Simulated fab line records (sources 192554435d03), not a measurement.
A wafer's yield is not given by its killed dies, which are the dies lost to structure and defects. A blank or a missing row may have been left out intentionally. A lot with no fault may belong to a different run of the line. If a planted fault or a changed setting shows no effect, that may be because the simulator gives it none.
8D (eight disciplines) problem report, filled in by code || flow n5-finfet || the parts of the form that need people (team, actions taken, sign-off) are left out

== 1. WHAT IS WRONG ==
At N5_BEOL_M9_ETCH_65, etch-rf-on-time-s averages 32.6 s over 3 wafers from 3 lots, while fault-free wafers read 26.4 s, standard deviation 0.86. Measured from the usual mean, that is +7.2 standard deviations.
The step: etches SiARC in CF4, target depth 15.6 nm, time 26 s.
First observed at day 17 16:14: wafer L471.6, on rie-diel-02. The record has a number at this step for 28 wafers belonging to 10 lots. The rule behind "out" and "out of limits": a value lying over 4 standard deviations away from the usual mean. All remaining wafers that have a number are taken as sound.

== 2. WHAT IT IS AND WHAT IT IS NOT ==
{"question": "which readings at this step", "is": "etch-rf-on-time-s", "is not": "drypump-motor-current-A, oes-product-au, rf-vpp-V, showerhead-plenum-p-Torr, throttle-valve-pct"}
{"question": "which lots", "is": "L470, L471, L474", "is not": "L459, L463, L464, L468, L476, L479, L480"}
{"question": "which wafers of those lots", "is": "L470.6, L471.6, L474.3", "is not": "L470.1, L470.2, L471.2, L474.2"}
{"question": "read on which tools", "is": "rie-diel-02", "is not": "rie-diel-05, rie-diel-06"}
{"question": "when", "is": "from day 17 16:14", "is not": "up to then (13 sound wafers); but 12 sound wafers of L470, L474, L476, L479, L480 came after"}

== 3. SUSPECTS, AND WHAT RULES EACH OUT ==
Counting: a tool at a process step up to the reading stays a suspect if it ran every lot that is out. Sound lots after the first of them don't rule it out here, since some wafers of a struck lot are sound.
- rie-diel-02 at N5_BEOL_M9_ETCH_65 (etches SiARC in CF4, target depth 15.6 nm, time 26 s): kept. Ran every lot that is out, first one L471 (day 17 16:14); last sound lot up to then L468 (day 16 23:50). Its own readings are out on those wafers: etch-rf-on-time-s.
Remaining after the count: rie-diel-02 at N5_BEOL_M9_ETCH_65.

== 4. THE CAUSE (what the simulator had put in) ==
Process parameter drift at N5_BEOL_M9_ETCH_65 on rie-diel-02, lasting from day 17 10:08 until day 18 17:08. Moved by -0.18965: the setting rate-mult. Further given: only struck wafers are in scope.
After counting, this tool was the only one left.

== 5. THE CHAIN OF EFFECTS, in route order ==
Each row: a reading where the mean over the struck wafers with a number is more than 3 standard deviations away from the usual. Scope: only readings with a usual standard deviation given in the record; hours: median across lots of the time from each lot's start at the first step in this table that gives one to its start at this step; sigmas: change in usual standard deviations.
{"hours": 0, "step": "N5_BEOL_M9_ETCH_65", "reading": "etch-rf-on-time-s", "usual": "26.4 s", "on struck wafers": 32.6, "change": "+6.2", "sigmas": "+7.2"}
Process steps it contains:
- N5_BEOL_M9_ETCH_65: etches SiARC in CF4, target depth 15.6 nm, time 26 s.

== 6. WHAT WOULD HAVE CAUGHT IT SOONER ==
In this record the first reading out of limits was taken at day 17 16:14, 6 hours after the fault began at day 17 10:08.
